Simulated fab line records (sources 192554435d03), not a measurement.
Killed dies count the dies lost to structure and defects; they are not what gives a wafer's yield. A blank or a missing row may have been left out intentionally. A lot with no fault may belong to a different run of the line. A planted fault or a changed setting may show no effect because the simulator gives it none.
A lot that was struck, set against a sound lot :: flow n5-finfet :: 40 steps out of a route of 1938
Sound: the wafers L972.2, L972.3, L972.5. The struck wafers were L977.2, L977.3, L977.5. The cause comes at the end.
At each step with rows: each side's tool, then ch and its chambers, then its first start. Under that, the readings that differ: sound wafers :: struck wafers :: difference of the means :: sigmas: that difference in standard deviations of wafers without a fault.
alike: readings with means less than 2 such deviations apart, plus words and numbers identical on both sides. not compared: withheld readings, readings lacking a value on some wafer, bounds such as >300 that could conceal the same value, and numbers that have no deviation in the record and whose values overlap.
The two part at a step that has a row with sigmas, a row that says differs or no value, or rows on one side only. Numbers that have no deviation but don't overlap get no sigmas and don't part them. Lack of a reading on every wafer of one side parts them only where that side has two or more wafers.

first, 9 steps without rows for these wafers: N5_BEOL_M5_DESCUM_33 (chemistry O2, time 7 s); N5_BEOL_M5_ETCH_75 (etches underlayer in N2/H2, target depth 6.5 nm, time 5.2 s); N5_BEOL_M5_ETCH_67 (etches SiARC in CF4, target depth 15.6 nm, time 26 s); N5_BEOL_M5_ETCH_68 (etches SOC in N2/H2, target depth 80 nm, overetch 16 nm, time 120 s); N5_BEOL_M5_STRIP_69 (strips in N2/H2); N5_BEOL_M5_STRIP_76 (strips in N2/H2); N5_BEOL_M5_VIA_ETCH_34 (etches SiCOH lowk in C4F6/O2, target depth 88.3 nm, time 39.2 s); N5_BEOL_M5_STRIP_85 (strips in C4F6/O2); N5_BEOL_M5_STRIP_36 (strips in N2/H2).
N5_BEOL_M5_TRENCH_ETCH_37: etches SiCOH lowk in C4F6/O2, target depth 71.652 nm, time 24.7 s.
  sound on rie-diel-06 ch 2,3, day 10 06:16; struck on rie-diel-06 ch 0,2,3, day 11 09:07
reading: oes_f_703_au (a.u.)
sound: 0.70 0.83 0.84
struck: 0.55 0.58 0.49
difference: -0.25
sigmas: -3

reading: rf-fwd-power-W (W)
sound: 340.6 338.8 338.1
struck: 259.5 254.9 259.8
difference: -81.1
sigmas: -45

reading: rf-vpp-V (V)
sound: 652 679 678
struck: 763 780 751
difference: +95
sigmas: +3

reading: model.etch.depth-nm (nm)
sound: 68.79 71.21 71.69
struck: 61.27 64.77 62.61
difference: -7.68
sigmas: 

reading: model.BEOL_M5.feature-depth-nm (nm)
sound: 68.8 71.2 71.6
struck: 61.2 64.8 62.6
difference: -7.7
sigmas: 
  alike: O2_flow_sccm, drypump-motor-current-A, oes_ar_750_au, oes-product-au, showerhead-plenum-p-Torr, throttle-valve-pct
  not compared: rf-hours-counter-h
then, 2 steps without rows for these wafers: N5_BEOL_M5_ETCH_41 (etches SiCN in CH3F/O2, target depth 31.5 nm, time 56.7 s); N5_BEOL_M5_STRIP_91 (strips in N2/H2, time 10 s).
N5_BEOL_M5_OCD_MEAS_38:
  sound on ocd-01, day 10 06:25; struck on ocd-01, day 11 09:16
reading: trench-depth-nm (nm)
sound: 69.4 70.8 71.4
struck: 61.2 64.2 62.6
difference: -7.9
sigmas: -4
then, 21 steps without rows for these wafers: N5_BEOL_M5_HM_STRIP_39 (strips TiN in peroxide tin strip, target depth 25 nm, time 158 s); N5_BEOL_M5_SRD_40 (time 30 s); N5_BEOL_M5_PRECLEAN_42 (cleans in residue remover, time 60 s); N5_BEOL_M5_SRD_43 (time 30 s); N5_BEOL_M5_CURE_80 (cures SiCOH lowk, time 120 s); N5_BEOL_M5_DEGAS_44 (time 60 s); N5_BEOL_M5_PRE_CLEAN_45 (time 30 s); N5_BEOL_M5_ALD_86 (deposits TaN, pulse time 2 s, purge time 3 s, co reactant purge time 2 s); N5_BEOL_M5_SURFACE_TREAT_87; N5_BEOL_M5_CVD_47 (deposits Co from CCTBA/H2, target thk 3 nm, time 216 s); N5_BEOL_M5_SPUTTER_48 (material Cu, target thk 15 nm, time 27.62 s); N5_BEOL_M5_ANNEAL_49 (time 1800 s); N5_BEOL_M5_SPUTTER_81 (material Cu, target thk 15 nm, time 27.62 s); N5_BEOL_M5_ANNEAL_82 (time 1800 s); N5_BEOL_M5_SPUTTER_83 (material Cu, target thk 15 nm, time 27.62 s); N5_BEOL_M5_ANNEAL_84 (time 1800 s); N5_BEOL_M5_SPUTTER_88 (material Cu, target thk 15 nm, time 27.62 s); N5_BEOL_M5_ANNEAL_89 (time 1800 s); N5_BEOL_M5_SPUTTER_90 (material Cu, target thk 4.5 nm, time 8.29 s); N5_BEOL_M5_ECD_50 (material Cu, target thk 300 nm); N5_BEOL_M5_ANNEAL_51 (time 90 s).
N5_BEOL_M5_CMP_52: polishes, stops on SiCOH lowk, t overpolish 6.9 s, target thk 62 nm.
  sound on cmp-01 ch 0,1,2, day 10 12:54; struck on cmp-02 ch 2,3, day 11 15:35
reading: model.Cu_of_BEOL_M5_ECD_50.thk-nm (nm)
sound: 56.8 60.2 58.2
struck: 52.2 53.6 52.8
difference: -5.5
sigmas: 
  alike: barrier-field-endpoint-s, edge-zone-pressure-frac, motor-current-A, overpolish-run-s, time-to-endpoint-s
N5_BEOL_M5_THK_MEAS_53: measures by xrf.
  sound on film-metro-01, day 10 13:12; struck on film-metro-01, day 11 15:52
reading: M5_THK (nm)
sound: 57.0 60.3 58.4
struck: 52.7 54.0 53.1
difference: -5.3
sigmas: -2
then, 2 steps without rows for these wafers: N5_BEOL_M5_PRE_CLEAN_77 (time 15 s); N5_BEOL_M5_CO_CAP_78 (material Co, precursor CCTBA/H2, target thk 2 nm, time 102.1 s).
N5_BEOL_M5_RS_MEAS_57: the measuring method here is four-point-probe.
  sound on film-metro-01, day 10 13:28; struck on film-metro-02, day 11 16:08
reading: M5_RS (ohm/sq)
sound: 0.430 0.402 0.417
struck: 0.476 0.463 0.471
difference: +0.054
sigmas: +3
-- record jumps: 3 days separate the struck wafers' starts on either side; left off in module BEOL_M5, taken up again in module BEOL_M15, whose first shown step is the route's number 1830 --
N5_BEOL_M15_RC_MEAS_101:
  sound on prober-02 ch 0, day 13 20:57; struck on prober-01 ch 0, day 14 14:47
reading: COMB_M13_max_site (S/m)
sound: 7.8e-12 6.6e-12 8.2e-12
struck: 3.9e-12 3.8e-12 3.4e-12
difference: -3.8e-12
sigmas: -2

reading: COMB_M6 (S/m)
sound: 1.6e-11 2.4e-11 2.6e-11
struck: 2.8e-11 3.8e-11 3.6e-11
difference: +1.2e-11
sigmas: +2

reading: SERP_M5 (ohm/um)
sound: 41.8 37.4 40.2
struck: 45.8 46.1 43.3
difference: +5.3
sigmas: +2
  alike: COMB_M10, COMB_M10_max_site, COMB_M11, COMB_M12, COMB_M13, COMB_M14, COMB_M14_max_site, COMB_M15, COMB_M15_max_site, COMB_M5, COMB_M5_max_site, COMB_M7, COMB_M8, COMB_M9, SERP_M10, SERP_M11, SERP_M12, SERP_M13, SERP_M13_max_site, SERP_M14, SERP_M5_max_site, SERP_M6, SERP_M7, SERP_M8, SERP_M9

== WHERE THEY PART ==
Last at N5_BEOL_M15_RC_MEAS_101 as far as this record goes, first at N5_BEOL_M5_TRENCH_ETCH_37.

WHY: whatever the simulator had introduced
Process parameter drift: rie-diel-06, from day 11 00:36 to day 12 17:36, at N5_BEOL_M5_TRENCH_ETCH_37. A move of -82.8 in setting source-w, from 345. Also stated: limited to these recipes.
